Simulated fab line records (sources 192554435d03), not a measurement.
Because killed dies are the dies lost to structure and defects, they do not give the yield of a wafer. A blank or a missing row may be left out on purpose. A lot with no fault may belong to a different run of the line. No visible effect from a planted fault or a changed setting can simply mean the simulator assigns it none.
The tool behind it: which one? :: flow n5Finfet :: 27 wafers from 9 lots sampled at 5 of the route's 1938 steps

## WHAT THE GAUGES SHOWED, per wafer
N5_BEOL_M15_THK_MEAS_50: measures by xrf.
lot: L289
measured: day 13 11:49
on: filmMetro-01
M15_THK (nm): 849 861 872

lot: L295
measured: day 14 09:26
on: filmMetro-02
M15_THK (nm): 877 858 829

lot: L297
measured: day 15 05:10
on: filmMetro-02
M15_THK (nm): 856 837 861

lot: L298
measured: day 15 10:50
on: filmMetro-02
M15_THK (nm): 832 858 865

lot: L303
measured: day 16 12:17
on: filmMetro-01
M15_THK (nm): 887 888 1191

lot: L301
measured: day 16 12:46
on: filmMetro-01
M15_THK (nm): 887 861 895

lot: L300
measured: day 16 14:22
on: filmMetro-01
M15_THK (nm): 895 852 895

lot: L302
measured: day 16 18:23
on: filmMetro-02
M15_THK (nm): 1173 872 877

lot: L306
measured: day 18 12:22
on: filmMetro-01
M15_THK (nm): 888 882 884

N5_BEOL_M15_RS_MEAS_54: uses a four-point probe to measure.
lot: L289
measured: day 13 11:56
on: filmMetro-01
M15_RS (ohm/sq): 0.0221 0.0217 0.0215

lot: L295
measured: day 14 09:34
on: filmMetro-02
M15_RS (ohm/sq): 0.0211 0.0215 0.0223

lot: L297
measured: day 15 05:20
on: filmMetro-01
M15_RS (ohm/sq): 0.0213 0.0218 0.0212

lot: L298
measured: day 15 10:58
on: filmMetro-02
M15_RS (ohm/sq): 0.0221 0.0213 0.0211

lot: L303
measured: day 16 12:24
on: filmMetro-01
M15_RS (ohm/sq): 0.0212 0.0211 0.0158

lot: L301
measured: day 16 12:55
on: filmMetro-01
M15_RS (ohm/sq): 0.0214 0.0221 0.0212

lot: L300
measured: day 16 14:29
on: filmMetro-02
M15_RS (ohm/sq): 0.0210 0.0221 0.0211

lot: L302
measured: day 16 18:31
on: filmMetro-01
M15_RS (ohm/sq): 0.0158 0.0212 0.0212

lot: L306
measured: day 18 12:29
on: filmMetro-01
M15_RS (ohm/sq): 0.0210 0.0212 0.0212

## WHICH TOOL RAN EACH LOT (tool, then ch and the chambers of the sampled wafers, then the start)
lot: L289
N5_BEOL_M15_ETCH_61: rieDiel-03 ch 1,3, day 12 18:56
N5_BEOL_M15_TRENCH_ETCH_34: rieDiel-03 ch 1,3, day 12 18:59
N5_BEOL_M15_CMP_49: cmp-03 ch 1,2,3, day 13 11:35

lot: L295
N5_BEOL_M15_ETCH_61: rieDiel-03 ch 0,1,2, day 14 05:27
N5_BEOL_M15_TRENCH_ETCH_34: rieDiel-03 ch 0,1,2, day 14 05:30
N5_BEOL_M15_CMP_49: cmp-01 ch 0,3, day 14 09:10

lot: L297
N5_BEOL_M15_ETCH_61: rieDiel-01 ch 0,1,2, day 14 22:56
N5_BEOL_M15_TRENCH_ETCH_34: rieDiel-01 ch 0,1,2, day 14 22:59
N5_BEOL_M15_CMP_49: cmp-01 ch 1,2,3, day 15 04:52

lot: L298
N5_BEOL_M15_ETCH_61: rieDiel-01 ch 0,1,2, day 15 07:47
N5_BEOL_M15_TRENCH_ETCH_34: rieDiel-01 ch 0,1,2, day 15 07:50
N5_BEOL_M15_CMP_49: cmp-01 ch 1,2,3, day 15 10:33

lot: L303
N5_BEOL_M15_ETCH_61: rieDiel-01 ch 0,3, day 16 06:55
N5_BEOL_M15_TRENCH_ETCH_34: rieDiel-01 ch 0,3, day 16 06:58
N5_BEOL_M15_CMP_49: cmp-04 ch 2,3, day 16 12:01

lot: L301
N5_BEOL_M15_ETCH_61: rieDiel-06 ch 0,3, day 16 08:36
N5_BEOL_M15_TRENCH_ETCH_34: rieDiel-06 ch 0,3, day 16 08:39
N5_BEOL_M15_CMP_49: cmp-04 ch 0,2,3, day 16 12:32

lot: L300
N5_BEOL_M15_ETCH_61: rieDiel-06 ch 0,1, day 16 09:22
N5_BEOL_M15_TRENCH_ETCH_34: rieDiel-06 ch 0,1, day 16 09:25
N5_BEOL_M15_CMP_49: cmp-03 ch 0,3, day 16 14:03

lot: L302
N5_BEOL_M15_ETCH_61: rieDiel-01 ch 0,2,3, day 16 09:57
N5_BEOL_M15_TRENCH_ETCH_34: rieDiel-01 ch 0,2,3, day 16 10:00
N5_BEOL_M15_CMP_49: cmp-04 ch 0,2,3, day 16 18:05

lot: L306
N5_BEOL_M15_ETCH_61: rieDiel-03 ch 0,2,3, day 18 07:41
N5_BEOL_M15_TRENCH_ETCH_34: rieDiel-03 ch 0,2,3, day 18 07:44
N5_BEOL_M15_CMP_49: cmp-01 ch 0,3, day 18 12:04
- N5_BEOL_M15_ETCH_61: etches BARC in N2/H2, target depth 89 nm, overetch 26.7 nm, time 67.9 s.
- N5_BEOL_M15_TRENCH_ETCH_34: etches SiO2 in C4F8/O2/Ar, target depth 872.93 nm, time 199 s.
- N5_BEOL_M15_CMP_49: polishes, stops on SiO2, t overpolish 4.9 s, target thk 850 nm.

## AS READ BY THE TOOLS THEMSELVES (means over the sampled wafers that have a number; for cases with no such wafer, the mark the record gives instead)
N5_BEOL_M15_ETCH_61.
lot: L289
tool: rieDiel-03
drypumpMotorCurrentA (A): 5.5
oesProductAu (a.u.): 0.63
rfVppV (V): 525.3
showerheadPlenumPTorr (Torr): 2.60
throttleValvePct (%): 18.02

lot: L295
tool: rieDiel-03
drypumpMotorCurrentA (A): 6.3
oesProductAu (a.u.): 0.75
rfVppV (V): 524.2
showerheadPlenumPTorr (Torr): 2.55
throttleValvePct (%): 17.69

lot: L297
tool: rieDiel-01
drypumpMotorCurrentA (A): 5.4
oesProductAu (a.u.): 0.62
rfVppV (V): 525.0
showerheadPlenumPTorr (Torr): 2.56
throttleValvePct (%): 18.01

lot: L298
tool: rieDiel-01
drypumpMotorCurrentA (A): 5.4
oesProductAu (a.u.): 0.62
rfVppV (V): 524.3
showerheadPlenumPTorr (Torr): 2.56
throttleValvePct (%): 18.02

lot: L303
tool: rieDiel-01
drypumpMotorCurrentA (A): 5.4
oesProductAu (a.u.): 0.61
rfVppV (V): 522.5
showerheadPlenumPTorr (Torr): 2.49
throttleValvePct (%): 18.21

lot: L301
tool: rieDiel-06
drypumpMotorCurrentA (A): 5.9
oesProductAu (a.u.): 0.64
rfVppV (V): 523.8
showerheadPlenumPTorr (Torr): 2.55
throttleValvePct (%): 17.90

lot: L300
tool: rieDiel-06
drypumpMotorCurrentA (A): 5.5
oesProductAu (a.u.): 0.74
rfVppV (V): 521.2
showerheadPlenumPTorr (Torr): 2.45
throttleValvePct (%): 17.63

lot: L302
tool: rieDiel-01
drypumpMotorCurrentA (A): 5.7
oesProductAu (a.u.): 0.62
rfVppV (V): 522.9
showerheadPlenumPTorr (Torr): 2.49
throttleValvePct (%): 18.12

lot: L306
tool: rieDiel-03
drypumpMotorCurrentA (A): 6.2
oesProductAu (a.u.): 0.74
rfVppV (V): 524.4
showerheadPlenumPTorr (Torr): 2.55
throttleValvePct (%): 17.74

N5_BEOL_M15_TRENCH_ETCH_34.
lot: L289
tool: rieDiel-03
drypumpMotorCurrentA (A): 5.5
oes_ar_750_au (a.u.): 0.73
oesProductAu (a.u.): 0.73
rfVppV (V): 2194
showerheadPlenumPTorr (Torr): 3.50
throttleValvePct (%): 30.83

lot: L295
tool: rieDiel-03
drypumpMotorCurrentA (A): 6.3
oes_ar_750_au (a.u.): 0.86
oesProductAu (a.u.): 0.87
rfVppV (V): 2235
showerheadPlenumPTorr (Torr): 3.45
throttleValvePct (%): 30.67

lot: L297
tool: rieDiel-01
drypumpMotorCurrentA (A): 5.3
oes_ar_750_au (a.u.): 0.73
oesProductAu (a.u.): 0.73
rfVppV (V): 2190
showerheadPlenumPTorr (Torr): 3.47
throttleValvePct (%): 31.11

lot: L298
tool: rieDiel-01
drypumpMotorCurrentA (A): 5.3
oes_ar_750_au (a.u.): 0.72
oesProductAu (a.u.): 0.72
rfVppV (V): 2190
showerheadPlenumPTorr (Torr): 3.47
throttleValvePct (%): 31.11

lot: L303
tool: rieDiel-01
drypumpMotorCurrentA (A): 5.4
oes_ar_750_au (a.u.): 0.72
oesProductAu (a.u.): 0.78
rfVppV (V): 2185
showerheadPlenumPTorr (Torr): 3.37
throttleValvePct (%): 31.36

lot: L301
tool: rieDiel-06
drypumpMotorCurrentA (A): 5.9
oes_ar_750_au (a.u.): 0.74
oesProductAu (a.u.): 0.74
rfVppV (V): 2291
showerheadPlenumPTorr (Torr): 3.46
throttleValvePct (%): 30.84

lot: L300
tool: rieDiel-06
drypumpMotorCurrentA (A): 5.4
oes_ar_750_au (a.u.): 0.86
oesProductAu (a.u.): 0.87
rfVppV (V): 2176
showerheadPlenumPTorr (Torr): 3.34
throttleValvePct (%): 30.76

lot: L302
tool: rieDiel-01
drypumpMotorCurrentA (A): 5.7
oes_ar_750_au (a.u.): 0.73
oesProductAu (a.u.): 0.78
rfVppV (V): 2183
showerheadPlenumPTorr (Torr): 3.38
throttleValvePct (%): 31.31

lot: L306
tool: rieDiel-03
drypumpMotorCurrentA (A): 6.2
oes_ar_750_au (a.u.): 0.85
oesProductAu (a.u.): 0.87
rfVppV (V): 2235
showerheadPlenumPTorr (Torr): 3.45
throttleValvePct (%): 30.77

N5_BEOL_M15_CMP_49.
lot: L289
tool: cmp-03
clearingPlatenDownForcePsi (psi): 2.002
motorCurrentA (A): 8.4

lot: L295
tool: cmp-01
clearingPlatenDownForcePsi (psi): 1.997
motorCurrentA (A): 8.8

lot: L297
tool: cmp-01
clearingPlatenDownForcePsi (psi): 1.996
motorCurrentA (A): 8.1

lot: L298
tool: cmp-01
clearingPlatenDownForcePsi (psi): 2.004
motorCurrentA (A): 8.3

lot: L303
tool: cmp-04
clearingPlatenDownForcePsi (psi): 2.000
motorCurrentA (A): 8.6

lot: L301
tool: cmp-04
clearingPlatenDownForcePsi (psi): 1.997
motorCurrentA (A): 8.1

lot: L300
tool: cmp-03
clearingPlatenDownForcePsi (psi): 2.002
motorCurrentA (A): 8.2

lot: L302
tool: cmp-04
clearingPlatenDownForcePsi (psi): 2.000
motorCurrentA (A): 8.3

lot: L306
tool: cmp-01
clearingPlatenDownForcePsi (psi): 2.001
motorCurrentA (A): 9.1

## THE ANSWER, worked out from the rows above alone
Rule: the lots themselves supply what counts as usual. Put in order of their means at a reading, lots are off if they are a third of the lots or fewer, leave a main group of 4 or more, and stand apart from it by a gap of 3 or more times the standard deviation of the main group's means; of several such gaps the widest counts. A main group whose means are all the same, to the digits that the tables above print for the reading, isn't used. A lot without any number at a reading at which 4 lots or more have one is off too. Any other lot the step has rows for is counted as sound. Order of review: gauges by route order, followed by the tools' own readings, for which a lot's mean as printed above is used. At the first step where some lot is off, the reading lying furthest off is the one used; lots without a number count as furthest.
Off: L303, L302, seen at N5_BEOL_M15_THK_MEAS_50 (M15_THK). For the main group the mean is 866 nm and the standard deviation 14.
If a tool, at a process step before that reading, ran all the lots that are off and no sound lot after the first of them, it fits. The gauges at N5_BEOL_M15_THK_MEAS_50 aren't tried: what is off there is off at N5_BEOL_M15_ETCH_61 too, on other tools, and a gauge's error can't cause that. One fits: N5_BEOL_M15_ETCH_61 and N5_BEOL_M15_TRENCH_ETCH_34 on rieDiel-01. At N5_BEOL_M15_ETCH_61 its last sound lot is L298 (day 15 07:47), its first lot that is off L303 (day 16 06:55): a fault that began between those two fits.

## WHAT THE SIMULATOR PUT IN
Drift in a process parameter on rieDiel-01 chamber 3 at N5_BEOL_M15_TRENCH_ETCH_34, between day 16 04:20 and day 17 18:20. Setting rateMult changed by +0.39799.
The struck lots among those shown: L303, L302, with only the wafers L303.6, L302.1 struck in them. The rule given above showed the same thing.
